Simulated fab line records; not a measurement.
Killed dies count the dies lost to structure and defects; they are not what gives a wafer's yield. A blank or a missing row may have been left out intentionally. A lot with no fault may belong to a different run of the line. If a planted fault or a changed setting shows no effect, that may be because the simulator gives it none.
Which of the tools did it? | flow n5 finfet | Sampling: 9 lots, 27 wafers, 6 of 1938 route steps

WHAT THE GAUGES READ, wafer by wafer
N5_BEOL_M4_RC_MEAS_101. Usual: DIBL_N 36.0 mV/V, standard deviation 1.7; DIBL_P 36.0 mV/V, standard deviation 2; IOFF_N 0.156 nA/um, standard deviation 0.028; IOFF_P 0.21 nA/um, standard deviation 0.04; ION_N 673 uA/um, standard deviation 12; ION_P 463 uA/um, standard deviation 8.3; SS_N 71.4 mV/dec, standard deviation 0.6; SS_P 73.3 mV/dec, standard deviation 0.66; VT_N 250 mV, standard deviation 3; VT_P -250 mV, standard deviation 3.8.
lot  | measured     | on        | DIBL_N (mV/V)  | DIBL_P (mV/V)  | IOFF_N (nA/um)    | IOFF_P (nA/um) | ION_N (uA/um) | ION_P (uA/um) | SS_N (mV/dec)  | SS_P (mV/dec)  | VT_N (mV)   | VT_P (mV)      | flag
L488 | day 8 13:30  | prober-01 | 36.4 35.6 35.0 | 39.0 36.4 36.8 | 0.167 0.153 0.141 | 0.26 0.22 0.21 | 684 667 660   | 469 466 462   | 72.0 71.8 70.9 | 73.6 72.4 73.0 | 249 253 251 | -245 -247 -249 |
L490 | day 9 11:20  | prober-02 | 39.3 36.9 38.1 | 39.6 36.2 36.6 | 0.205 0.154 0.160 | 0.27 0.21 0.21 | 676 662 662   | 471 456 455   | 72.0 71.2 71.5 | 75.0 74.1 74.0 | 248 254 254 | -247 -253 -254 |
L492 | day 9 16:02  | prober-02 | 36.1 36.3 36.6 | 35.1 35.6 35.9 | 0.155 0.168 0.159 | 0.20 0.22 0.22 | 669 681 673   | 462 465 461   | 71.7 70.9 71.8 | 73.6 73.2 74.5 | 252 248 251 | -251 -247 -250 |
L491 | day 9 17:29  | prober-01 | 36.7 38.2 37.4 | 35.6 37.2 36.1 | 0.160 0.192 0.167 | 0.20 0.23 0.21 | 682 669 680   | 462 458 463   | 72.3 71.8 71.4 | 72.7 73.3 73.8 | 249 245 247 | -252 -249 -249 |
L499 | day 11 14:01 | prober-02 | 38.0 36.2 33.9 | 39.2 36.7 34.5 | 0.202 0.174 0.133 | 0.22 0.19 0.16 | 691 681 667   | 464 458 457   | 72.0 71.3 70.4 | 74.4 73.9 73.4 | 245 248 251 | -251 -252 -256 |
L503 | day 13 01:37 | prober-02 | 34.4 35.9 34.5 | 34.3 36.0 33.9 | 0.118 0.145 0.125 | 0.18 0.21 0.18 | 667 662 662   | 462 456 463   | 70.8 71.1 71.1 | 72.6 73.1 72.5 | 256 250 252 | -251 -251 -252 |
L505 | day 13 08:37 | prober-02 | 34.3 34.2 34.4 | 34.3 33.8 34.6 | 0.137 0.136 0.143 | 0.20 0.19 0.21 | 671 672 675   | 463 468 472   | 71.6 70.3 70.9 | 73.4 72.6 73.2 | 252 250 249 | -247 -249 -245 |
L506 | day 13 10:40 | prober-01 | 35.1 36.1 35.9 | 35.2 36.0 36.8 | 0.132 0.156 0.150 | 0.16 0.18 0.19 | 676 674 680   | 463 461 462   | 70.9 71.5 71.0 | 72.4 73.2 72.9 | 251 250 251 | -254 -256 -253 |
L504 | day 13 12:47 | prober-01 | 38.1 37.2 38.8 | 38.5 36.4 38.3 | 0.208 0.179 0.202 | 0.24 0.20 0.25 | 692 673 686   | 468 455 466   | 71.7 71.9 72.1 | 73.9 73.5 74.6 | 247 249 246 | -249 -254 -250 |

TOOL THAT RAN EACH LOT (tool first, then ch and the chambers of the sampled wafers, then the start)
lot  | N5_BEOL_M4_PECVD_72             | N5_BEOL_M4_SPUTTER_79        | N5_BEOL_M4_ANNEAL_91         | N5_BEOL_M4_ANNEAL_51             | N5_BEOL_M4_CMP_52
L488 | pecvd-01 ch 0,1, day 8 04:25    | pvd sputter-01, day 8 10:47  | pvd sputter-01, day 8 11:45  | rtp anneal-01 ch 0, day 8 12:31  | cmp-03 ch 0,1, day 8 12:53
L490 | pecvd-01 ch 0,2, day 9 03:02    | pvd sputter-02, day 9 08:40  | pvd sputter-02, day 9 09:38  | rtp anneal-02 ch 0, day 9 10:25  | cmp-03 ch 0,1,3, day 9 10:43
L492 | pecvd-04 ch 0,1, day 9 08:20    | pvd sputter-01, day 9 13:13  | pvd sputter-01, day 9 14:11  | rtp anneal-02 ch 0, day 9 15:00  | cmp-03 ch 0,1,2, day 9 15:20
L491 | pecvd-03 ch 0,1,2, day 9 08:37  | pvd sputter-02, day 9 14:06  | pvd sputter-02, day 9 15:04  | rtp anneal-02 ch 0, day 9 16:30  | cmp-02 ch 0,1,3, day 9 16:53
L499 | pecvd-01 ch 0,1, day 11 02:06   | pvd sputter-01, day 11 11:23 | pvd sputter-01, day 11 12:21 | rtp anneal-02 ch 0, day 11 13:07 | cmp-03 ch 0,2,3, day 11 13:28
L503 | pecvd-01 ch 0,1, day 12 06:18   | pvd sputter-02, day 12 22:50 | pvd sputter-02, day 12 23:47 | rtp anneal-02 ch 0, day 13 00:37 | cmp-02 ch 2,3, day 13 00:54
L505 | pecvd-04 ch 0,1, day 12 09:59   | pvd sputter-02, day 13 05:55 | pvd sputter-02, day 13 06:52 | rtp anneal-01 ch 0, day 13 07:43 | cmp-04 ch 0,2,3, day 13 08:03
L506 | pecvd-03 ch 0,1,2, day 12 15:53 | pvd sputter-02, day 13 07:52 | pvd sputter-02, day 13 08:50 | rtp anneal-02 ch 0, day 13 09:40 | cmp-02 ch 0,1,2, day 13 09:55
L504 | pecvd-03 ch 0,1, day 12 17:43   | pvd sputter-02, day 13 09:57 | pvd sputter-02, day 13 10:55 | rtp anneal-02 ch 0, day 13 11:42 | cmp-02 ch 0,2,3, day 13 12:16
- N5_BEOL_M4_PECVD_72: deposits SiO2 from TEOS/O2, target thk 16 nm, time 18 s.
- N5_BEOL_M4_SPUTTER_79: material Cu, target thk 4.5 nm, time 8.29 s.
- N5_BEOL_M4_ANNEAL_91: time 240 s.
- N5_BEOL_M4_ANNEAL_51: time 90 s.
- N5_BEOL_M4_CMP_52: polishes, stops on SiOC, t overpolish 6.8 s, target thk 40 nm.

WHAT THE TOOLS THEMSELVES READ (means of the sampled wafers that have a number; where no wafer has one, the mark that the record gives instead)
N5_BEOL_M4_PECVD_72. Usual: heater power outer w 428 W, standard deviation 82; heater power w 730 W, standard deviation 110; showerhead plenum p Torr 8.75 Torr, standard deviation 0.046; throttle valve pct 21.9 %, standard deviation 0.85.
lot  | tool     | heater power outer w (W) | heater power w (W) | showerhead plenum p Torr (Torr) | throttle valve pct (%) | flag
L488 | pecvd-01 | 371                      | 660                | 8.68                            | 22.8                   |
L490 | pecvd-01 | 398                      | 687                | 8.73                            | 20.8                   |
L492 | pecvd-04 | 357                      | 643                | 8.80                            | 22.5                   |
L491 | pecvd-03 | 476                      | 791                | 8.75                            | 22.0                   |
L499 | pecvd-01 | 398                      | 694                | 8.68                            | 22.7                   |
L503 | pecvd-01 | 366                      | 649                | 8.69                            | 22.5                   |
L505 | pecvd-04 | 348                      | 618                | 8.77                            | 22.3                   |
L506 | pecvd-03 | 503                      | 834                | 8.74                            | 22.2                   |
L504 | pecvd-03 | 470                      | 803                | 8.72                            | 22.2                   |

N5_BEOL_M4_SPUTTER_79. Usual: chamber pressure pa 0.07001 Pa, standard deviation 0.00015; throttle valve pct 29.8 %, standard deviation 0.94.
lot  | tool           | chamber pressure pa (Pa) | throttle valve pct (%) | flag
L488 | pvd sputter-01 | 0.07011                  | 30.3                   |
L490 | pvd sputter-02 | 0.07007                  | 29.1                   |
L492 | pvd sputter-01 | 0.07001                  | 29.9                   |
L491 | pvd sputter-02 | 0.06988                  | 29.2                   |
L499 | pvd sputter-01 | 0.07007                  | 30.4                   |
L503 | pvd sputter-02 | 0.06982                  | 29.2                   |
L505 | pvd sputter-02 | 0.06980                  | 29.2                   |
L506 | pvd sputter-02 | 0.06998                  | 29.1                   |
L504 | pvd sputter-02 | 0.06998                  | 29.1                   |

N5_BEOL_M4_ANNEAL_91. Usual: 834 W for heater power w, sd 66.
lot  | tool           | heater power w (W) | flag
L488 | pvd sputter-01 | 795                |
L490 | pvd sputter-02 | 840                |
L492 | pvd sputter-01 | 870                |
L491 | pvd sputter-02 | 844                |
L499 | pvd sputter-01 | 805                |
L503 | pvd sputter-02 | 854                |
L505 | pvd sputter-02 | 836                |
L506 | pvd sputter-02 | 852                |
L504 | pvd sputter-02 | 860                |

N5_BEOL_M4_ANNEAL_51. Usual: 226.04 for wafer_temp_C_max, sd 0.27.
lot  | tool          | wafer_temp_C_max | flag
L488 | rtp anneal-01 | 225.79           |
L490 | rtp anneal-02 | 226.17           |
L492 | rtp anneal-02 | 226.09           |
L491 | rtp anneal-02 | 226.10           |
L499 | rtp anneal-02 | 225.98           |
L503 | rtp anneal-02 | 225.65           |
L505 | rtp anneal-01 | 226.09           |
L506 | rtp anneal-02 | 225.92           |
L504 | rtp anneal-02 | 226.44           |

N5_BEOL_M4_CMP_52. Usual: barrier field endpoint s 24.6 s, standard deviation 0.66; clearing platen rpm 50.002 rpm, standard deviation 0.023; motor current A 5.9 A, standard deviation 0.42; retaining ring pressure frac 1.000, standard deviation 0.0051.
lot  | tool   | barrier field endpoint s (s) | clearing platen rpm (rpm) | motor current A (A) | retaining ring pressure frac | flag
L488 | cmp-03 | 24.2                         | 49.985                    | 6.1                 | 1.002                        |
L490 | cmp-03 | 24.7                         | 50.012                    | 5.8                 | 0.999                        |
L492 | cmp-03 | 25.1                         | 50.007                    | 6.2                 | 0.998                        |
L491 | cmp-02 | 24.0                         | 50.006                    | 5.6                 | 0.996                        |
L499 | cmp-03 | 26.4                         | 49.992                    | 6.2                 | 0.998                        |
L503 | cmp-02 | 25.5                         | 49.986                    | 5.2                 | 0.999                        |
L505 | cmp-04 | 24.7                         | 50.006                    | 6.2                 | 0.997                        |
L506 | cmp-02 | 24.3                         | 49.987                    | 5.8                 | 1.001                        |
L504 | cmp-02 | 24.4                         | 50.008                    | 5.6                 | 0.998                        |

THE ANSWER, worked out from the rows above alone
Rule: a lot counts as off when the mean over its wafers that have a number is more than 3 standard deviations away from the usual mean. Also off: a lot with no number at a reading for which 4 or more lots have one. All remaining lots with rows at the step are treated as sound. Order of review: gauges by route order, followed by the tools' own readings, for which a lot's mean as printed above is used. At the first step where some lot is off, the reading lying furthest off is the one used; lots without a number count as furthest.
None of the lots is off at any reading shown; this tells nothing.

WHAT HAD BEEN PUT IN BY THE SIMULATOR
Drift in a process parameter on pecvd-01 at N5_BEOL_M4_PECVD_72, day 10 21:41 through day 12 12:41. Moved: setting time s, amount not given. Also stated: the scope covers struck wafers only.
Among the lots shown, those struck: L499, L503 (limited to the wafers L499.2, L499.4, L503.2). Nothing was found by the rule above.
